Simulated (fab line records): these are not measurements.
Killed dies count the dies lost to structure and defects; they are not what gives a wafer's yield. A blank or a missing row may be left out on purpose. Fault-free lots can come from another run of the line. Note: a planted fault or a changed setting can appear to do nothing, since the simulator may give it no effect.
Matching of chambers :: flow n5_finfet :: 4 sister chambers for N5_BEOL_M11_DESCUM_16 on rie_diel-03
The step chemistry O2, time 7.9 s. 22 wafers are shown with their chamber, then 11 later ones without.

WAFERS PAIRED WITH THEIR CHAMBERS
wafer: L074.3
chamber: 0
drypump_motor_current_A (A): 5.2
throttle_valve_pct (%): 20.3
oes_product_au (a.u.): 0.87

wafer: L074.4
chamber: 2
drypump_motor_current_A (A): 6.0
throttle_valve_pct (%): 20.2
oes_product_au (a.u.): 0.68

wafer: L074.5
chamber: 1
drypump_motor_current_A (A): 5.9
throttle_valve_pct (%): 20.0
oes_product_au (a.u.): 0.93

wafer: L077.2
chamber: 2
drypump_motor_current_A (A): 5.9
throttle_valve_pct (%): 20.2
oes_product_au (a.u.): 0.67

wafer: L077.3
chamber: 1
drypump_motor_current_A (A): 5.9
throttle_valve_pct (%): 20.0
oes_product_au (a.u.): 0.93

wafer: L077.6
chamber: 0
drypump_motor_current_A (A): 5.3
throttle_valve_pct (%): 20.4
oes_product_au (a.u.): 0.86

wafer: L079.2
chamber: 0
drypump_motor_current_A (A): 5.2
throttle_valve_pct (%): 20.3
oes_product_au (a.u.): 0.87

wafer: L079.3
chamber: 1
drypump_motor_current_A (A): 5.9
throttle_valve_pct (%): 20.0
oes_product_au (a.u.): 0.92

wafer: L079.4
chamber: 3
drypump_motor_current_A (A): 6.4
throttle_valve_pct (%): 20.4
oes_product_au (a.u.): 0.71

wafer: L086.3
chamber: 0
drypump_motor_current_A (A): 5.3
throttle_valve_pct (%): 20.4
oes_product_au (a.u.): 0.84

wafer: L086.5
chamber: 1
drypump_motor_current_A (A): 5.9
throttle_valve_pct (%): 20.0
oes_product_au (a.u.): 0.90

wafer: L086.6
chamber: 0
drypump_motor_current_A (A): 5.3
throttle_valve_pct (%): 20.4
oes_product_au (a.u.): 0.83

wafer: L089.1
chamber: 2
drypump_motor_current_A (A): 6.0
throttle_valve_pct (%): 19.8
oes_product_au (a.u.): 0.95

wafer: L089.2
chamber: 0
drypump_motor_current_A (A): 5.2
throttle_valve_pct (%): 20.4
oes_product_au (a.u.): 0.84

wafer: L089.5
chamber: 0
drypump_motor_current_A (A): 5.2
throttle_valve_pct (%): 20.4
oes_product_au (a.u.): 0.83

wafer: L088.1
chamber: 3
drypump_motor_current_A (A): 6.5
throttle_valve_pct (%): 20.5
oes_product_au (a.u.): 0.69

wafer: L088.5
chamber: 3
drypump_motor_current_A (A): 6.5
throttle_valve_pct (%): 20.5
oes_product_au (a.u.): 0.69

wafer: L088.6
chamber: 2
drypump_motor_current_A (A): 6.0
throttle_valve_pct (%): 19.7
oes_product_au (a.u.): 0.93

wafer: L092.3
chamber: 3
drypump_motor_current_A (A): 6.5
throttle_valve_pct (%): 20.5
oes_product_au (a.u.): 0.69

wafer: L092.5
chamber: 2
drypump_motor_current_A (A): 6.0
throttle_valve_pct (%): 19.8
oes_product_au (a.u.): 0.93

wafer: L092.6
chamber: 3
drypump_motor_current_A (A): 6.4
throttle_valve_pct (%): 20.5
oes_product_au (a.u.): 0.68

wafer: L093.1
chamber: 1
drypump_motor_current_A (A): 5.9
throttle_valve_pct (%): 20.1
oes_product_au (a.u.): 0.88

SIGNATURES, as means of the wafers listed above
reading: drypump_motor_current_A
chamber 0: 5.243
chamber 1: 5.900
chamber 2: 5.980
chamber 3: 6.460
scatter within a chamber: 0.0454

reading: throttle_valve_pct
chamber 0: 20.371
chamber 1: 20.020
chamber 2: 19.940
chamber 3: 20.480
scatter within a chamber: 0.121

reading: oes_product_au
chamber 0: 0.8486
chamber 1: 0.9120
chamber 2: 0.8320
chamber 3: 0.6920
scatter within a chamber: 0.0694
Rule: for each reading, subtract the chamber's mean from the wafer's reading, divide by that reading's scatter and square the result; add these up over the readings and take the root, which gives the wafer's distance from the chamber. If the next closest chamber is less than 2 further off than the closest, the wafer can't be placed; otherwise it belongs to the closest. How the scatter is found: for the shown wafers, subtract from each reading the mean of its chamber, square and add these, divide the total by (wafers less chambers), then take the root.

WAFERS WITHOUT THEIR CHAMBER
wafer: L093.3
drypump_motor_current_A (A): 6.5
throttle_valve_pct (%): 20.5
oes_product_au (a.u.): 0.69

wafer: L093.6
drypump_motor_current_A (A): 5.3
throttle_valve_pct (%): 20.4
oes_product_au (a.u.): 0.83

wafer: L094.1
drypump_motor_current_A (A): 5.9
throttle_valve_pct (%): 20.0
oes_product_au (a.u.): 0.88

wafer: L094.3
drypump_motor_current_A (A): 6.5
throttle_valve_pct (%): 20.5
oes_product_au (a.u.): 0.68

wafer: L094.4
drypump_motor_current_A (A): 5.2
throttle_valve_pct (%): 20.4
oes_product_au (a.u.): 0.82

wafer: L095.1
drypump_motor_current_A (A): 5.9
throttle_valve_pct (%): 20.0
oes_product_au (a.u.): 0.87

wafer: L095.3
drypump_motor_current_A (A): 5.2
throttle_valve_pct (%): 20.4
oes_product_au (a.u.): 0.83

wafer: L095.6
drypump_motor_current_A (A): 6.5
throttle_valve_pct (%): 20.5
oes_product_au (a.u.): 0.69

wafer: L097.2
drypump_motor_current_A (A): 5.9
throttle_valve_pct (%): 20.1
oes_product_au (a.u.): 0.87

wafer: L097.3
drypump_motor_current_A (A): 6.0
throttle_valve_pct (%): 19.8
oes_product_au (a.u.): 0.90

wafer: L097.6
drypump_motor_current_A (A): 6.5
throttle_valve_pct (%): 20.5
oes_product_au (a.u.): 0.68

WHICH CHAMBER EACH ONE RAN IN
wafer: L093.3
from the rows above: 3
in truth: 3

wafer: L093.6
from the rows above: 0
in truth: 0

wafer: L094.1
from the rows above: can't be placed: 1 or 2
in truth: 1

wafer: L094.3
from the rows above: 3
in truth: 3

wafer: L094.4
from the rows above: 0
in truth: 0

wafer: L095.1
from the rows above: can't be placed: 1 or 2
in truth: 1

wafer: L095.3
from the rows above: 0
in truth: 0

wafer: L095.6
from the rows above: 3
in truth: 3

wafer: L097.2
from the rows above: can't be placed: 1 or 2
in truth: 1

wafer: L097.3
from the rows above: can't be placed: 2 or 1
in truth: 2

wafer: L097.6
from the rows above: 3
in truth: 3
Correctly placed: 7 of 11. From these rows, 4 cannot be placed; in 4 the true chamber is one of the candidates. Placed wrongly: 0.
